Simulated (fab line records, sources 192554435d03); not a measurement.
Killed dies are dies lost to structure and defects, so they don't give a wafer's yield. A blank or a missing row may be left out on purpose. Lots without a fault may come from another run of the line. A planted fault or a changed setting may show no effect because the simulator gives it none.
Which tool did it? | flow n5_finfet | 8 lots, 24 wafers sampled, at 6 steps of a route of 1938

WHAT THE GAUGES READ, wafer by wafer
N5_BEOL_M3_CD_MEAS_11: target cd 17.05 nm.
lot  | measured     | on        | cd_nm (nm)
L270 | day 7 09:32  | cd_sem-02 | 16.59 17.05 16.83
L271 | day 8 07:50  | cd_sem-02 | 16.97 17.00 16.83
L274 | day 8 18:18  | cd_sem-02 | 17.35 17.73 17.19
L279 | day 9 17:38  | cd_sem-02 | 17.11 17.22 17.18
L281 | day 10 11:05 | cd_sem-01 | 17.04 16.69 16.97
L282 | day 10 13:31 | cd_sem-01 | 17.10 16.73 16.56
L283 | day 10 22:35 | cd_sem-01 | 16.77 17.31 17.06
L286 | day 11 12:05 | cd_sem-03 | 17.47 17.09 17.15

N5_BEOL_M3_INSPECT_30: inspects for defects (brightfield).
lot  | measured     | on                | raw_defect_count
L270 | day 7 10:39  | defect_inspect-02 | 226 404 277
L271 | day 8 08:50  | defect_inspect-01 | 387 407 519
L274 | day 8 19:23  | defect_inspect-02 | 284 402 389
L279 | day 9 18:56  | defect_inspect-02 | 657 771 627
L281 | day 10 12:11 | defect_inspect-01 | 463 522 453
L282 | day 10 14:36 | defect_inspect-01 | 312 272 340
L283 | day 10 23:47 | defect_inspect-02 | 388 325 333
L286 | day 11 13:03 | defect_inspect-01 | 355 437 497

N5_BEOL_M4_RC_MEAS_101.
lot  | measured     | on        | DIBL_N (mV/V)  | DIBL_P (mV/V)  | IOFF_N (nA/um)    | IOFF_P (nA/um) | ION_N (uA/um) | ION_P (uA/um) | SS_N (mV/dec)  | SS_P (mV/dec)  | VT_N (mV)   | VT_P (mV)
L270 | day 8 00:16  | prober-01 | 35.3 34.6 35.5 | 35.9 34.8 35.3 | 0.161 0.154 0.159 | 0.22 0.20 0.22 | 685 675 682   | 471 462 471   | 71.8 71.3 72.4 | 73.3 73.1 72.5 | 252 250 252 | -248 -248 -248
L271 | day 9 00:37  | prober-01 | 36.3 36.9 38.3 | 34.1 34.5 36.7 | 0.138 0.141 0.175 | 0.20 0.21 0.24 | 662 675 677   | 464 469 468   | 71.5 70.9 71.1 | 73.2 73.8 73.7 | 253 253 247 | -248 -248 -248
L274 | day 9 11:45  | prober-02 | 33.2 34.2 34.0 | 32.1 33.6 32.3 | 0.111 0.129 0.116 | 0.16 0.19 0.16 | 667 674 655   | 459 467 453   | 70.4 70.5 70.5 | 72.0 72.8 72.6 | 254 250 254 | -256 -250 -253
L279 | day 10 15:32 | prober-01 | 35.1 35.3 34.7 | 34.7 35.3 34.5 | 0.135 0.146 0.150 | 0.18 0.18 0.18 | 666 673 697   | 458 456 468   | 71.8 71.5 70.6 | 71.9 72.5 72.7 | 252 249 248 | -251 -251 -251
L281 | day 11 07:08 | prober-02 | 39.7 36.7 38.2 | 38.6 35.2 37.0 | 0.244 0.162 0.192 | 0.31 0.25 0.27 | 677 668 669   | 467 468 459   | 73.2 72.6 72.4 | 74.3 73.2 74.0 | 245 252 248 | -242 -243 -248
L282 | day 11 04:51 | prober-01 | 34.9 34.6 34.2 | 35.3 34.7 35.1 | 0.141 0.142 0.134 | 0.21 0.21 0.21 | 672 671 673   | 466 473 463   | 71.2 70.9 70.0 | 72.7 72.8 72.3 | 251 252 249 | -248 -251 -251
L283 | day 11 22:08 | prober-02 | 32.9 35.7 34.3 | 33.5 35.7 34.1 | 0.126 0.171 0.139 | 0.21 0.24 0.22 | 676 688 684   | 472 475 471   | 70.3 71.7 71.1 | 73.4 74.5 73.3 | 251 247 252 | -248 -245 -244
L286 | day 12 03:19 | prober-01 | 38.5 35.8 35.6 | 39.8 34.5 36.1 | 0.191 0.137 0.146 | 0.25 0.17 0.18 | 679 663 683   | 463 454 466   | 72.1 71.6 71.5 | 73.7 73.0 73.1 | 248 252 251 | -248 -252 -255

WHICH TOOL RAN EACH LOT (tool, then ch and the chambers of the sampled wafers, then the start)
lot  | N5_BEOL_M3_DESCUM_16               | N5_BEOL_M3_HM_OPEN_17             | N5_BEOL_M3_ETCH_69
L270 | rie_diel-01 ch 0,3, day 7 09:40    | rie_metal-01 ch 0,1, day 7 09:55  | rie_diel-01 ch 0,2, day 7 10:44
L271 | rie_diel-04 ch 0,2,3, day 8 07:59  | rie_metal-01 ch 0,1, day 8 08:14  | rie_diel-01 ch 1,3, day 8 08:55
L274 | rie_diel-02 ch 1,3, day 8 18:25    | rie_metal-01 ch 0,1, day 8 18:40  | rie_diel-04 ch 0,2, day 8 19:28
L279 | rie_diel-02 ch 0,1,3, day 9 18:06  | rie_metal-01 ch 0,1, day 9 18:21  | rie_diel-02 ch 1,2,3, day 9 19:02
L281 | rie_diel-04 ch 0,3, day 10 11:13   | rie_metal-02 ch 0,1, day 10 11:28 | rie_diel-04 ch 1,2, day 10 12:16
L282 | rie_diel-01 ch 0,3, day 10 13:38   | rie_metal-02 ch 0,1, day 10 13:53 | rie_diel-01 ch 0,1,2, day 10 14:41
L283 | rie_diel-04 ch 0,3, day 10 22:44   | rie_metal-03 ch 0,1, day 10 22:58 | rie_diel-02 ch 0,1,3, day 10 23:52
L286 | rie_diel-01 ch 0,2,3, day 11 12:13 | rie_metal-03 ch 0,1, day 11 12:28 | rie_diel-04 ch 0,1,3, day 11 13:08
- N5_BEOL_M3_DESCUM_16: chemistry O2, time 7 s.
- N5_BEOL_M3_HM_OPEN_17: chemistry Cl2/BCl3, target TiN, target depth 20 nm, overetch 6 nm.
- N5_BEOL_M3_ETCH_69: etches SiARC in CF4, target depth 15.6 nm, time 26 s.

WHAT THE TOOLS THEMSELVES READ (means of the sampled wafers that have a number; where no wafer has one, the mark that the record gives instead)
N5_BEOL_M3_DESCUM_16.
lot  | tool        | drypump_motor_current_A (A) | oes_product_au (a.u.) | rf_vpp_V (V) | showerhead_plenum_p_Torr (Torr) | throttle_valve_pct (%)
L270 | rie_diel-01 | 5.5                         | 0.80                  | 245.6        | 2.20                            | 20.38
L271 | rie_diel-04 | 5.3                         | 0.86                  | 243.7        | 2.09                            | 20.41
L274 | rie_diel-02 | 5.4                         | 0.79                  | 242.9        | 2.13                            | 20.49
L279 | rie_diel-02 | 5.7                         | 0.85                  | 244.0        | 2.11                            | 20.24
L281 | rie_diel-04 | 5.6                         | 0.83                  | 242.0        | 2.03                            | 20.48
L282 | rie_diel-01 | 5.6                         | 0.73                  | 244.8        | 2.17                            | 20.37
L283 | rie_diel-04 | 5.6                         | 0.83                  | 242.1        | 2.03                            | 20.49
L286 | rie_diel-01 | 5.5                         | 0.73                  | 244.2        | 2.14                            | 20.47

N5_BEOL_M3_HM_OPEN_17.
lot  | tool         | drypump_motor_current_A (A) | mfc_ar_sccm (sccm) | oes_product_au (a.u.) | throttle_valve_pct (%)
L270 | rie_metal-01 | 5.4                         | 25.02              | 0.79                  | 21.95
L271 | rie_metal-01 | 5.3                         | 25.04              | 0.76                  | 21.94
L274 | rie_metal-01 | 5.2                         | 25.00              | 0.74                  | 21.96
L279 | rie_metal-01 | 5.2                         | 25.05              | 0.74                  | 21.97
L281 | rie_metal-02 | 5.6                         | 24.88              | 0.72                  | 22.33
L282 | rie_metal-02 | 5.6                         | 24.99              | 0.72                  | 22.34
L283 | rie_metal-03 | 5.7                         | 24.99              | 0.70                  | 22.01
L286 | rie_metal-03 | 5.7                         | 24.94              | 0.73                  | 21.97

N5_BEOL_M3_ETCH_69.
lot  | tool        | drypump_motor_current_A (A) | etch_rf_on_time_s (s) | mfc_ar_sccm (sccm) | oes_product_au (a.u.) | rf_vpp_V (V) | showerhead_plenum_p_Torr (Torr) | throttle_valve_pct (%)
L270 | rie_diel-01 | 5.4                         | 26.0                  | 100.04             | 0.65                  | 184.8        | 2.17                            | 15.66
L271 | rie_diel-01 | 5.9                         | 24.9                  | 99.87              | 0.78                  | 183.8        | 2.14                            | 15.24
L274 | rie_diel-04 | 4.9                         | 25.2                  | 100.06             | 0.79                  | 185.3        | 2.23                            | 15.41
L279 | rie_diel-02 | 5.2                         | 25.8                  | 100.11             | 0.65                  | 183.7        | 2.15                            | 15.69
L281 | rie_diel-04 | 5.0                         | 25.1                  | 99.73              | 0.80                  | 184.7        | 2.21                            | 15.27
L282 | rie_diel-01 | 5.6                         | 25.2                  | 100.10             | 0.72                  | 183.2        | 2.15                            | 15.47
L283 | rie_diel-02 | 5.7                         | 25.6                  | 100.03             | 0.72                  | 183.9        | 2.17                            | 15.52
L286 | rie_diel-04 | 5.5                         | 25.9                  | 100.27             | 0.72                  | 182.9        | 2.10                            | 15.54

THE ANSWER, worked out from the rows above alone
Rule: what is usual is taken from the lots themselves. Put in order of their means at a reading, lots are off if they are a third of the lots or fewer, leave a main group of 4 or more, and stand apart from it by a gap of 3 or more times the standard deviation of the main group's means; of several such gaps the widest counts. A main group whose means are all the same, to the digits that the tables above print for the reading, isn't used. A lot without any number at a reading at which 4 lots or more have one is off too. The other lots that the step has rows for count as sound. The gauges are gone through in route order, then the tools' own readings, and for those a lot's mean is taken as printed above. The first step at which some lot is off is used, and at that step the reading that is off furthest; a lot without a number counts as furthest.
Off: L279, at N5_BEOL_M3_INSPECT_30 (raw_defect_count). The main group: mean 381, standard deviation 64.
A tool fits if, at a process step before that reading, it ran every lot that is off, and no sound lot after the first of them. The gauges at N5_BEOL_M3_INSPECT_30 are tried like those tools. Can't be told from this: 2 tools fit, rie_diel-02 at N5_BEOL_M3_DESCUM_16, rie_metal-01 at N5_BEOL_M3_HM_OPEN_17.

WHAT THE SIMULATOR HAD PUT IN
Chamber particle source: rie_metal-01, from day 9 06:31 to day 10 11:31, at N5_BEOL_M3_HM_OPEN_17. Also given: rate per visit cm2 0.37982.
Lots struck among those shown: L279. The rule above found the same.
